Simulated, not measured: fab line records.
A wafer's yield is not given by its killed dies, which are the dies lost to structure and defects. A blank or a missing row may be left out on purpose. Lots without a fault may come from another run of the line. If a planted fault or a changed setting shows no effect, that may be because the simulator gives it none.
The tool behind it: which one?    flow nandHarc    38 wafers from 13 lots sampled at 4 of the route's 1159 steps

## WHAT THE GAUGES READ, wafer by wafer
NHARC_P_M1_CD_MEAS_09: target cd 130 nm. Usual: cdNm 130.3 nm, standard deviation 0.61.
lot   measured      on        cdNm (nm)          flag
L370  day 6 05:01   cdSem-03  130.5 129.5 130.5  
L372  day 6 17:41   cdSem-01  130.4 130.0 130.3  
L371  day 6 20:37   cdSem-02  129.3 130.8 130.2  
L374  day 7 10:47   cdSem-03  131.5 130.3 130.0  
L376  day 7 15:49   cdSem-02  130.7 130.3 131.1  
L377  day 8 04:29   cdSem-03  130.3 130.1 131.0  
L379  day 8 09:41   cdSem-02  129.9 130.3 129.4  
L378  day 8 12:23   cdSem-02  130.7 130.1 130.3  
L380  day 8 14:52   cdSem-03  130.1 130.4 130.6  
L383  day 9 19:02   cdSem-03  127.9 129.7        
L389  day 11 04:34  cdSem-01  128.9 130.3 128.9  
L391  day 11 08:17  cdSem-03  130.9 129.2 130.2  
L390  day 11 08:34  cdSem-03  129.5 129.1 129.6  

NHARC_P_M1_CD_MEAS_16. Usual: cdNm 130.2 nm, standard deviation 1.1.
lot   measured      on        cdNm (nm)          flag
L370  day 6 05:31   cdSem-01  130.8 128.3 130.5  
L372  day 6 18:11   cdSem-02  132.0 129.0 129.9  
L371  day 6 21:06   cdSem-02  130.8 132.0 130.1  
L374  day 7 11:16   cdSem-01  131.7 129.0 131.5  
L376  day 7 16:18   cdSem-02  130.1 130.4 131.1  
L377  day 8 04:58   cdSem-02  130.0 130.5 132.7  
L379  day 8 10:10   cdSem-03  131.6 130.7 129.0  
L378  day 8 12:53   cdSem-03  130.1 129.5 130.2  
L380  day 8 15:22   cdSem-03  127.8 130.0 129.3  
L383  day 9 19:34   cdSem-03  127.3 128.4        
L389  day 11 05:04  cdSem-03  128.7 130.7 128.3  
L391  day 11 08:46  cdSem-01  130.4 126.9 130.1  
L390  day 11 09:03  cdSem-01  129.4 129.3 128.5  

## EACH LOT AND THE TOOL THAT RAN IT (in order: tool; ch and the chambers of the sampled wafers; start)
lot   NHARC_P_M0_ANNEAL_30             NHARC_P_M1_PEB_07
L370  rtpAnneal-02 ch 0, day 6 02:50   lithoTrack-01 ch 0, day 6 04:56
L372  rtpAnneal-02 ch 0, day 6 15:40   lithoTrack-01 ch 0, day 6 17:37
L371  rtpAnneal-02 ch 0, day 6 18:26   lithoTrack-04 ch 0, day 6 20:32
L374  rtpAnneal-01 ch 0, day 7 08:33   lithoTrack-04 ch 0, day 7 10:42
L376  rtpAnneal-01 ch 0, day 7 13:30   lithoTrack-01 ch 0, day 7 15:44
L377  rtpAnneal-02 ch 0, day 8 02:16   lithoTrack-01 ch 0, day 8 04:24
L379  rtpAnneal-01 ch 0, day 8 07:35   lithoTrack-06 ch 0, day 8 09:36
L378  rtpAnneal-02 ch 0, day 8 10:11   lithoTrack-06 ch 0, day 8 12:19
L380  rtpAnneal-02 ch 0, day 8 12:46   lithoTrack-01 ch 0, day 8 14:47
L383  rtpAnneal-01 ch 0, day 9 16:49   lithoTrack-06 ch 0, day 9 18:58
L389  rtpAnneal-01 ch 0, day 11 01:56  lithoTrack-06 ch 0, day 11 04:29
L391  rtpAnneal-02 ch 0, day 11 06:04  lithoTrack-04 ch 0, day 11 08:12
L390  rtpAnneal-01 ch 0, day 11 06:17  lithoTrack-04 ch 0, day 11 08:29
- NHARC_P_M0_ANNEAL_30: time 90 s.
- NHARC_P_M1_PEB_07: peb time 65 s.

## AS READ BY THE TOOLS THEMSELVES (means over the sampled wafers that have a number; for cases with no such wafer, the mark the record gives instead)
NHARC_P_M0_ANNEAL_30. Usual: wafer_temp_C_max 225.76, standard deviation 0.22.
lot   tool          wafer_temp_C_max  flag
L370  rtpAnneal-02  225.69            
L372  rtpAnneal-02  225.58            
L371  rtpAnneal-02  225.57            
L374  rtpAnneal-01  225.77            
L376  rtpAnneal-01  225.75            
L377  rtpAnneal-02  225.76            
L379  rtpAnneal-01  225.45            
L378  rtpAnneal-02  225.54            
L380  rtpAnneal-02  225.86            
L383  rtpAnneal-01  225.59            
L389  rtpAnneal-01  225.72            
L391  rtpAnneal-02  225.60            
L390  rtpAnneal-01  226.11            

NHARC_P_M1_PEB_07. Usual: heaterPowerTotalW 156.6 W, standard deviation 0.4; plateTempC 100.02 C, standard deviation 0.14; resistLineTempC 23.00 C, standard deviation 0.1.
lot   tool           heaterPowerTotalW (W)  plateTempC (C)  resistLineTempC (C)  flag
L370  lithoTrack-01  156.7                  100.14          22.92                
L372  lithoTrack-01  156.6                  100.01          23.00                
L371  lithoTrack-04  156.3                  99.83           23.00                
L374  lithoTrack-04  156.3                  100.10          23.03                
L376  lithoTrack-01  156.4                  99.95           22.96                
L377  lithoTrack-01  156.6                  99.86           23.08                
L379  lithoTrack-06  156.3                  99.91           23.15                
L378  lithoTrack-06  156.8                  99.96           23.06                
L380  lithoTrack-01  157.0                  99.95           22.94                
L383  lithoTrack-06  158.8                  99.93           22.95                OFF
L389  lithoTrack-06  159.9                  99.87           22.98                OFF
L391  lithoTrack-04  156.5                  100.05          22.94                
L390  lithoTrack-04  156.9                  100.20          22.99                

## THE ANSWER, worked out from the rows above alone
Rule: lot off if the mean of its wafers having a number is beyond 3 standard deviations from the usual mean. Also off: a lot with no number at a reading for which 4 or more lots have one. All remaining lots with rows at the step are treated as sound. After the gauges, taken in route order, come the tools' own readings; for these a lot's mean is taken, as printed above. At the first step where some lot is off, the reading lying furthest off is the one used; lots without a number count as furthest.
Off: L383, L389 (NHARC_P_M1_PEB_07, heaterPowerTotalW).
If a tool, at that step or one of the process steps before it, ran each lot that is off and ran no sound lot following the first of them, it fits. One fits: lithoTrack-06 at NHARC_P_M1_PEB_07. Its last sound lot is L378 (day 8 12:19), its first lot that is off L383 (day 9 18:58): a fault that began between those two fits.
On the lots that are off, the tool's own readings at NHARC_P_M1_PEB_07 differ by more than 5 times the standard deviation of the sound lots' means, which bears it out; heaterPowerTotalW reads 159.4 W there versus 156.6 W on the sound lots.

## WHAT WAS PUT IN BY THE SIMULATOR
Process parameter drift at NHARC_P_M1_PEB_07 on lithoTrack-06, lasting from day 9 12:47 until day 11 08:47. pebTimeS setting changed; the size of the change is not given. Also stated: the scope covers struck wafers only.
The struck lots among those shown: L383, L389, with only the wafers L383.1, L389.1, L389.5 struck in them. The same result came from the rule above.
